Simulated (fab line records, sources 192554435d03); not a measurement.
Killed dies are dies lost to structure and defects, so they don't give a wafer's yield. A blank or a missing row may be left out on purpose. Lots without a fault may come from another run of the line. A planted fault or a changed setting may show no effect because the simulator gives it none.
Which tool did it? | flow n5_finfet | 23 lots, 69 wafers sampled, at 5 steps of a route of 1938

WHAT THE GAUGES READ, wafer by wafer
N5_BEOL_M11_OVL_MEAS_12. Usual: M11_OVL -0.2 nm, standard deviation 0.73.
lot  | measured     | on         | M11_OVL (nm)   | flag
L075 | day 12 04:07 | overlay-02 | 0.2 0.0 0.4    |
L074 | day 13 08:34 | overlay-02 | -0.6 -0.2 -0.2 |
L076 | day 13 12:34 | overlay-02 | 0.1 -0.3 -0.3  |
L077 | day 13 22:25 | overlay-02 | 0.4 -0.7 0.6   |
L078 | day 14 00:53 | overlay-01 | -0.6 -0.7 0.0  |
L083 | day 14 08:48 | overlay-01 | -0.5 1.2 0.2   |
L079 | day 14 19:33 | overlay-01 | 1.0 1.4 0.7    |
L081 | day 15 02:27 | overlay-02 | -0.7 1.1 -0.6  |
L084 | day 15 11:10 | overlay-01 | -0.7 0.3 -0.3  |
L082 | day 15 16:53 | overlay-02 | 0.0 0.0 -0.3   |
L085 | day 15 17:29 | overlay-02 | 1.0 -1.0 -1.3  |
L080 | day 16 04:40 | overlay-02 | -0.5 0.7 -0.1  |
L090 | day 16 19:35 | overlay-02 | 0.2 1.0 1.4    |
L088 | day 16 20:02 | overlay-01 | -0.8 -1.4 -0.7 |
L086 | day 16 20:16 | overlay-01 | -0.2 0.2 0.0   |
L093 | day 17 01:38 | overlay-01 | -1.6 -0.4 -0.2 |
L089 | day 17 00:31 | overlay-01 | 0.6 -0.7 1.0   |
L092 | day 17 02:15 | overlay-02 | -2.0 -1.1 -1.9 |
L091 | day 17 20:08 | overlay-02 | -0.2 0.0 -0.9  |
L094 | day 18 00:19 | overlay-01 | -0.2 0.1 -0.1  |
L095 | day 18 14:46 | overlay-01 | -0.1 0.3 -0.3  |
L097 | day 18 16:09 | overlay-02 | -1.2 -0.1 0.0  |
L096 | day 18 23:40 | overlay-01 | -0.3 -0.1 0.4  |

N5_BEOL_M11_INSPECT_58: inspects for defects (darkfield). Usual: raw_defect_count 68, standard deviation 20.
lot  | measured     | on                | raw_defect_count | flag
L075 | day 12 10:16 | defect_inspect-02 | 91 61 57         |
L074 | day 13 15:25 | defect_inspect-01 | 79 71 117        |
L076 | day 13 18:58 | defect_inspect-01 | 79 67 64         |
L077 | day 14 03:42 | defect_inspect-02 | 73 130 75        |
L078 | day 14 06:32 | defect_inspect-02 | 61 74 54         |
L083 | day 14 15:42 | defect_inspect-01 | 68 44 40         |
L079 | day 15 04:08 | defect_inspect-02 | 57 69 95         |
L081 | day 15 09:15 | defect_inspect-02 | 53 102 68        |
L084 | day 15 16:59 | defect_inspect-02 | 67 63 74         |
L082 | day 15 23:05 | defect_inspect-02 | 100 84 57        |
L085 | day 15 23:28 | defect_inspect-01 | 76 61 63         |
L080 | day 16 09:34 | defect_inspect-02 | 55 42 38         |
L090 | day 17 02:21 | defect_inspect-02 | 39 54 58         |
L088 | day 17 03:31 | defect_inspect-01 | 68 58 86         |
L086 | day 17 04:06 | defect_inspect-01 | 143 101 86       |
L093 | day 17 07:49 | defect_inspect-01 | 67 97 97         |
L089 | day 17 05:06 | defect_inspect-02 | 66 99 48         |
L092 | day 17 09:17 | defect_inspect-02 | 76 45 78         |
L091 | day 18 01:00 | defect_inspect-02 | 69 73 33         |
L094 | day 18 05:30 | defect_inspect-01 | 58 67 51         |
L095 | day 18 20:37 | defect_inspect-02 | 67 46 76         |
L097 | day 18 21:08 | defect_inspect-02 | 81 61 91         |
L096 | day 19 06:45 | defect_inspect-02 | 83 84 45         |

WHICH TOOL RAN EACH LOT (tool, then ch and the chambers of the sampled wafers, then the start)
lot  | N5_BEOL_M11_ILD_DEP_00          | N5_BEOL_M11_ETCH_61                | N5_BEOL_M11_STRIP_19
L075 | pecvd-02 ch 0,2, day 12 02:13   | rie_diel-05 ch 0,1, day 12 04:12   | rie_diel-02 ch 0,1,2, day 12 04:35
L074 | pecvd-01 ch 0,1,2, day 13 06:31 | rie_diel-05 ch 2,3, day 13 09:01   | rie_diel-05 ch 0,2,3, day 13 09:22
L076 | pecvd-03 ch 0,1,2, day 13 10:34 | rie_diel-05 ch 0,1,2, day 13 12:40 | rie_diel-06 ch 0,1,2, day 13 13:01
L077 | pecvd-02 ch 1,2, day 13 20:38   | rie_diel-05 ch 0,1,3, day 13 22:31 | rie_diel-05 ch 0,3, day 13 22:52
L078 | pecvd-03 ch 0,1, day 13 21:52   | rie_diel-06 ch 0,1,3, day 14 01:07 | rie_diel-02 ch 0,3, day 14 01:35
L083 | pecvd-03 ch 0,2, day 14 06:08   | rie_diel-06 ch 0,2, day 14 08:55   | rie_diel-02 ch 0,2, day 14 09:16
L079 | pecvd-02 ch 0,1,2, day 14 15:40 | rie_diel-02 ch 0,2,3, day 14 19:38 | rie_diel-02 ch 0,1,3, day 14 19:59
L081 | pecvd-01 ch 0,1,2, day 14 22:48 | rie_diel-05 ch 0,1,3, day 15 02:32 | rie_diel-05 ch 0,1, day 15 02:53
L084 | pecvd-02 ch 0,2, day 15 09:02   | rie_diel-02 ch 0,2,3, day 15 11:23 | rie_diel-05 ch 0,1,2, day 15 11:46
L082 | pecvd-03 ch 0,1, day 15 14:43   | rie_diel-02 ch 0,2,3, day 15 17:02 | rie_diel-05 ch 0,3, day 15 17:23
L085 | pecvd-01 ch 0,1,2, day 15 15:01 | rie_diel-06 ch 0,3, day 15 17:35   | rie_diel-05 ch 0,2,3, day 15 17:56
L080 | pecvd-03 ch 0,2, day 16 00:14   | rie_diel-05 ch 0,2, day 16 04:46   | rie_diel-02 ch 1,3, day 16 05:19
L090 | pecvd-02 ch 0,1, day 16 16:26   | rie_diel-02 ch 0,2,3, day 16 20:05 | rie_diel-06 ch 0,1, day 16 20:29
L088 | pecvd-03 ch 0,2, day 16 16:51   | rie_diel-06 ch 0,1,2, day 16 20:16 | rie_diel-06 ch 1,2, day 16 20:43
L086 | pecvd-03 ch 0,2, day 16 18:14   | rie_diel-05 ch 0,2,3, day 16 20:28 | rie_diel-02 ch 0,3, day 16 20:50
L093 | pecvd-02 ch 1,2, day 16 21:47   | rie_diel-02 ch 2,3, day 17 02:01   | rie_diel-02 ch 0,2, day 17 02:22
L089 | pecvd-03 ch 2, day 16 22:24     | rie_diel-02 ch 0,3, day 17 00:41   | rie_diel-02 ch 0,2,3, day 17 01:04
L092 | pecvd-03 ch 0,2, day 17 00:13   | rie_diel-05 ch 0,1, day 17 02:20   | rie_diel-05 ch 0,1,2, day 17 02:41
L091 | pecvd-01 ch 0,2, day 17 17:17   | rie_diel-02 ch 0,2, day 17 20:17   | rie_diel-02 ch 0,2, day 17 20:38
L094 | pecvd-01 ch 2, day 17 22:22     | rie_diel-06 ch 1,2,3, day 18 00:24 | rie_diel-06 ch 1,3, day 18 00:46
L095 | pecvd-02 ch 0,2, day 18 11:10   | rie_diel-06 ch 1,2, day 18 15:09   | rie_diel-02 ch 1,2, day 18 15:34
L097 | pecvd-02 ch 0,2, day 18 14:34   | rie_diel-02 ch 0,1,3, day 18 16:14 | rie_diel-02 ch 1,3, day 18 16:35
L096 | pecvd-02 ch 0,1, day 18 20:04   | rie_diel-05 ch 0,2,3, day 18 23:46 | rie_diel-02 ch 0,2, day 19 00:07
- N5_BEOL_M11_ILD_DEP_00: deposits SiCOH lowk from DEMS/porogen, target thk 308.51 nm, time 58 s.
- N5_BEOL_M11_ETCH_61: etches SiARC in CF4, target depth 39 nm, time 65 s.
- N5_BEOL_M11_STRIP_19: strips in O2.

WHAT THE TOOLS THEMSELVES READ (means of the sampled wafers that have a number; where no wafer has one, the mark that the record gives instead)
N5_BEOL_M11_ILD_DEP_00. Usual: heater_power_w 285 W, standard deviation 57; showerhead_plenum_p_Torr 5.737 Torr, standard deviation 0.015; throttle_valve_pct 13.9 %, standard deviation 0.76.
lot  | tool     | heater_power_w (W) | showerhead_plenum_p_Torr (Torr) | throttle_valve_pct (%) | flag
L075 | pecvd-02 | 284                | 5.731                           | 13.3                   |
L074 | pecvd-01 | 269                | 5.734                           | 13.8                   |
L076 | pecvd-03 | 285                | 5.751                           | 14.2                   |
L077 | pecvd-02 | 246                | 5.710                           | 14.1                   |
L078 | pecvd-03 | 294                | 5.747                           | 14.3                   |
L083 | pecvd-03 | 276                | 5.756                           | 13.9                   |
L079 | pecvd-02 | 274                | 5.727                           | 14.1                   |
L081 | pecvd-01 | 291                | 5.733                           | 13.9                   |
L084 | pecvd-02 | 330                | 5.730                           | 13.9                   |
L082 | pecvd-03 | 304                | 5.755                           | 14.3                   |
L085 | pecvd-01 | 265                | 5.731                           | 13.9                   |
L080 | pecvd-03 | 321                | 5.745                           | 13.7                   |
L090 | pecvd-02 | 339                | 5.723                           | 14.5                   |
L088 | pecvd-03 | 269                | 5.749                           | 14.1                   |
L086 | pecvd-03 | 232                | 5.750                           | 14.0                   |
L093 | pecvd-02 | 268                | 5.724                           | 13.8                   |
L089 | pecvd-03 | 204                | 5.763                           | 14.1                   |
L092 | pecvd-03 | 296                | 5.739                           | 13.6                   |
L091 | pecvd-01 | 266                | 5.737                           | 13.2                   |
L094 | pecvd-01 | 268                | 5.739                           | 12.7                   |
L095 | pecvd-02 | 303                | 5.734                           | 13.5                   |
L097 | pecvd-02 | 294                | 5.734                           | 13.6                   |
L096 | pecvd-02 | 344                | 5.719                           | 14.5                   |

N5_BEOL_M11_ETCH_61. Usual: cf4_flow_sccm 100.00 sccm, standard deviation 0.28; drypump_motor_current_A 5.6 A, standard deviation 0.34; etch_rf_on_time_s 64.9 s, standard deviation 0.82; oes_product_au 0.68 a.u., standard deviation 0.079; rf_vpp_V 183.9 V, standard deviation 1.3; showerhead_plenum_p_Torr 2.12 Torr, standard deviation 0.084; throttle_valve_pct 15.64 %, standard deviation 0.22.
lot  | tool        | cf4_flow_sccm (sccm) | drypump_motor_current_A (A) | etch_rf_on_time_s (s) | oes_product_au (a.u.) | rf_vpp_V (V) | showerhead_plenum_p_Torr (Torr) | throttle_valve_pct (%) | flag
L075 | rie_diel-05 | 100.05               | 5.5                         | 64.8                  | 0.68                  | 183.9        | 2.12                            | 15.58                  |
L074 | rie_diel-05 | 99.82                | 5.5                         | 64.3                  | 0.73                  | 184.0        | 2.14                            | 15.80                  |
L076 | rie_diel-05 | 100.00               | 5.5                         | 64.7                  | 0.68                  | 183.9        | 2.10                            | 15.75                  |
L077 | rie_diel-05 | 100.09               | 5.7                         | 64.2                  | 0.72                  | 184.2        | 2.14                            | 15.60                  |
L078 | rie_diel-06 | 99.83                | 5.7                         | 65.4                  | 0.64                  | 183.5        | 2.08                            | 15.89                  |
L083 | rie_diel-06 | 99.84                | 6.0                         | 65.3                  | 0.75                  | 184.5        | 2.20                            | 15.39                  |
L079 | rie_diel-02 | 99.97                | 5.5                         | 64.0                  | 0.64                  | 184.7        | 2.14                            | 15.52                  |
L081 | rie_diel-05 | 100.06               | 5.6                         | 64.8                  | 0.71                  | 184.4        | 2.14                            | 15.62                  |
L084 | rie_diel-02 | 99.87                | 5.4                         | 64.8                  | 0.63                  | 184.2        | 2.14                            | 15.53                  |
L082 | rie_diel-02 | 99.86                | 5.4                         | 65.0                  | 0.63                  | 184.7        | 2.13                            | 15.53                  |
L085 | rie_diel-06 | 100.00               | 5.8                         | 64.9                  | 0.68                  | 182.3        | 2.06                            | 15.84                  |
L080 | rie_diel-05 | 99.99                | 5.7                         | 66.0                  | 0.71                  | 183.7        | 2.08                            | 15.78                  |
L090 | rie_diel-02 | 99.92                | 5.4                         | 64.5                  | 0.62                  | 184.0        | 2.13                            | 15.55                  |
L088 | rie_diel-06 | 100.35               | 5.9                         | 64.5                  | 0.69                  | 184.4        | 2.13                            | 15.61                  |
L086 | rie_diel-05 | 99.86                | 5.6                         | 65.8                  | 0.70                  | 183.2        | 2.11                            | 15.82                  |
L093 | rie_diel-02 | 100.17               | 5.5                         | 65.5                  | 0.63                  | 182.5        | 2.05                            | 15.59                  |
L089 | rie_diel-02 | 100.02               | 5.1                         | 64.3                  | 0.63                  | 183.0        | 2.05                            | 15.63                  |
L092 | rie_diel-05 | 99.98                | 5.5                         | 65.2                  | 0.64                  | 183.3        | 2.11                            | 15.65                  |
L091 | rie_diel-02 | 99.82                | 5.8                         | 65.5                  | 0.60                  | 185.1        | 2.21                            | 15.49                  |
L094 | rie_diel-06 | 100.25               | 5.8                         | 64.6                  | 0.75                  | 183.6        | 2.15                            | 15.55                  |
L095 | rie_diel-06 | 100.27               | 5.9                         | 65.1                  | 0.72                  | 184.7        | 2.21                            | 15.39                  |
L097 | rie_diel-02 | 99.87                | 5.3                         | 65.3                  | 0.65                  | 183.0        | 2.12                            | 15.61                  |
L096 | rie_diel-05 | 99.99                | 5.6                         | 65.9                  | 0.68                  | 182.7        | 2.10                            | 15.85                  |

N5_BEOL_M11_STRIP_19. Usual: drypump_motor_current_A 5.6 A, standard deviation 0.37; o2_flow_sccm 225.0 sccm, standard deviation 0.65; oes_product_au 0.78 a.u., standard deviation 0.085; rf_vpp_V 3.7 V, standard deviation 0.62; showerhead_plenum_p_Torr 2.08 Torr, standard deviation 0.089; temp_c 39.99 C, standard deviation 0.11; throttle_valve_pct 16.65 %, standard deviation 0.22.
lot  | tool        | drypump_motor_current_A (A) | o2_flow_sccm (sccm) | oes_product_au (a.u.) | rf_vpp_V (V) | showerhead_plenum_p_Torr (Torr) | temp_c (C) | throttle_valve_pct (%) | flag
L075 | rie_diel-02 | 5.7                         | 225.2               | 0.79                  | 4.6          | 2.16                            | 39.98      | 16.45                  |
L074 | rie_diel-05 | 5.6                         | 225.2               | 0.86                  | 3.5          | 2.07                            | 39.93      | 16.84                  |
L076 | rie_diel-06 | 5.9                         | 224.9               | 0.74                  | 3.4          | 2.00                            | 39.97      | 16.76                  |
L077 | rie_diel-05 | 5.8                         | 225.1               | 0.92                  | 3.4          | 2.08                            | 39.91      | 16.66                  |
L078 | rie_diel-02 | 5.1                         | 224.5               | 0.73                  | 3.4          | 2.08                            | 39.91      | 16.58                  |
L083 | rie_diel-02 | 5.8                         | 225.2               | 0.73                  | 3.1          | 2.17                            | 39.97      | 16.44                  |
L079 | rie_diel-02 | 5.4                         | 224.5               | 0.78                  | 4.2          | 2.07                            | 39.90      | 16.56                  |
L081 | rie_diel-05 | 5.5                         | 224.8               | 0.78                  | 3.4          | 2.07                            | 40.06      | 16.66                  |
L084 | rie_diel-05 | 5.5                         | 225.0               | 0.77                  | 3.3          | 2.04                            | 39.92      | 16.86                  |
L082 | rie_diel-05 | 5.8                         | 224.6               | 0.89                  | 3.5          | 2.11                            | 40.03      | 16.70                  |
L085 | rie_diel-05 | 5.6                         | 224.9               | 0.83                  | 3.7          | 2.06                            | 40.01      | 16.86                  |
L080 | rie_diel-02 | 5.6                         | 225.6               | 0.83                  | 3.0          | 2.06                            | 40.10      | 16.58                  |
L090 | rie_diel-06 | 5.8                         | 225.0               | 0.73                  | 3.5          | 1.99                            | 40.01      | 16.87                  |
L088 | rie_diel-06 | 5.9                         | 224.4               | 0.88                  | 3.9          | 2.16                            | 39.96      | 16.39                  |
L086 | rie_diel-02 | 5.1                         | 225.0               | 0.72                  | 3.2          | 2.08                            | 40.01      | 16.60                  |
L093 | rie_diel-02 | 5.4                         | 224.9               | 0.71                  | 3.8          | 2.16                            | 39.91      | 16.52                  |
L089 | rie_diel-02 | 5.4                         | 224.5               | 0.73                  | 4.1          | 2.08                            | 40.00      | 16.56                  |
L092 | rie_diel-05 | 5.5                         | 224.5               | 0.76                  | 3.8          | 2.04                            | 39.99      | 16.87                  |
L091 | rie_diel-02 | 5.8                         | 225.0               | 0.71                  | 3.3          | 2.16                            | 39.93      | 16.49                  |
L094 | rie_diel-06 | 5.6                         | 225.2               | 0.86                  | 3.3          | 2.03                            | 39.90      | 16.73                  |
L095 | rie_diel-02 | 6.0                         | 225.5               | 0.76                  | 3.7          | 2.15                            | 40.08      | 16.48                  |
L097 | rie_diel-02 | 5.6                         | 225.4               | 0.80                  | 3.9          | 2.06                            | 39.97      | 16.62                  |
L096 | rie_diel-02 | 5.7                         | 224.3               | 0.71                  | 4.3          | 2.16                            | 39.94      | 16.50                  |

THE ANSWER, worked out from the rows above alone
Rule: a lot is off if the mean of its wafers that have a number lies more than 3 standard deviations from the usual mean. A lot without any number at a reading at which 4 lots or more have one is off too. The other lots that the step has rows for count as sound. The gauges are gone through in route order, then the tools' own readings, and for those a lot's mean is taken as printed above. The first step at which some lot is off is used, and at that step the reading that is off furthest; a lot without a number counts as furthest.
No lot is off at any reading shown: from this, nothing can be told.

WHAT THE SIMULATOR HAD PUT IN
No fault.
